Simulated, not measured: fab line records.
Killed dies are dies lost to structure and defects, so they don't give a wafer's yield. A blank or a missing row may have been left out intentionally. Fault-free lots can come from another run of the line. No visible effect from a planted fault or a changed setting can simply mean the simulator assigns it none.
A lot that was struck, set against a sound lot ; flow n5-finfet ; 14 out of 1938 route steps
Sound: the wafers L664.2, L664.3, L664.5. Wafers L654.2, L654.3, L654.6 were the ones struck. The cause is given at the end.
Order at every step that has rows: each side's tool, ch and its chambers, its first start. Under that, the readings that differ: sound wafers ; struck wafers ; difference of the means ; sigmas: that difference in standard deviations of wafers without a fault.
alike: readings with means less than 2 such deviations apart, plus words and numbers identical on both sides. not compared: withheld readings, readings lacking a value on some wafer, bounds such as >300 that could conceal the same value, and numbers that have no deviation in the record and whose values overlap.
A row with sigmas, a row that says differs or no value, or rows on one side alone: a step with any of these is where the two part. When numbers do not overlap yet have no deviation, they are printed without sigmas and do not part them. Lack of a reading on every wafer of one side parts them only where that side has two or more wafers.

N5_BEOL_M15_STRIP_36: strips in O2.
  sound on rie-diel-02 ch 0,1,2, day 15 00:23; struck on rie-diel-06 ch 0,2,3, day 12 14:13
  alike: chamber-pressure-mTorr, drypump-motor-current-A, o2-flow-sccm, oes-product-au, rf-vpp-V, showerhead-plenum-p-Torr, throttle-valve-pct
  not compared: rf-hours-counter-h
N5_BEOL_M15_STRIP_62: strips in O2.
  sound: rie-diel-02 ch 0,1,2; struck: rie-diel-06 ch 0,2,3
  alike: chamber-pressure-mTorr, drypump-motor-current-A, o2-flow-sccm, oes-product-au, rf-vpp-V, showerhead-plenum-p-Torr, throttle-valve-pct
  not compared: rf-hours-counter-h
then, 1 step without rows for these wafers: N5_BEOL_M15_STRIP_37 (strips in O2).
N5_BEOL_M15_ETCH_38: etches SiCN in CF4/N2, target depth 106.4 nm, time 120.5 s.
  sound: rie-diel-02 ch 0,1,2; struck: rie-diel-06 ch 0,2,3
  alike: chamber-pressure-mTorr, drypump-motor-current-A, n2-flow-sccm, oes-product-au, rf-vpp-V, showerhead-plenum-p-Torr, throttle-valve-pct
  not compared: rf-hours-counter-h
then, 4 steps without rows for these wafers: N5_BEOL_M15_PRECLEAN_39 (cleans in residue remover, time 60 s); N5_BEOL_M15_SRD_40 (time 30 s, dry time 30 s); N5_BEOL_M15_DEGAS_41 (time 60 s); N5_BEOL_M15_PRE_CLEAN_42 (time 30 s).
N5_BEOL_M15_SPUTTER_43: material TaN, target thk 15 nm, time 24.19 s.
  sound on pvd-sputter-01, day 15 01:13; struck on pvd-sputter-03, day 12 16:19
  alike: chamber-pressure-pa, throttle-valve-pct
N5_BEOL_M15_SPUTTER_44: material Ta, target thk 15 nm, time 24.19 s.
  sound on pvd-sputter-01, day 15 01:17; struck on pvd-sputter-03, day 12 16:23
  alike: chamber-pressure-pa, throttle-valve-pct
then, 2 steps without rows for these wafers: N5_BEOL_M15_SPUTTER_45 (material Cu, target thk 100 nm, time 16.67 s); N5_BEOL_M15_ECD_47 (material Cu, target thk 1860 nm).
N5_BEOL_M15_ANNEAL_48: time 90 s.
  struck on rtp-anneal-01, day 12 17:04; sound on rtp-anneal-02 ch 0, day 15 02:03
  no value came back on the struck wafers for anneal-temp-c (C), anneal-temp-c-max, time-s (s), wafer_temp_C_max; on the sound wafers anneal-temp-c (C) reads 225.01 224.92 225.12
then, 1 step without rows for these wafers: N5_BEOL_M15_CMP_49 (polishes, stops on SiO2, t overpolish 4.9 s, target thk 850 nm).

## WHERE THEY PART
At N5_BEOL_M15_ANNEAL_48 and nowhere else, as far as this record goes.

WHY: what had been put in by the simulator
Whole step skipped at N5_BEOL_M15_ANNEAL_48 on rtp-anneal-01, starting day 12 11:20. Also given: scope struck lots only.
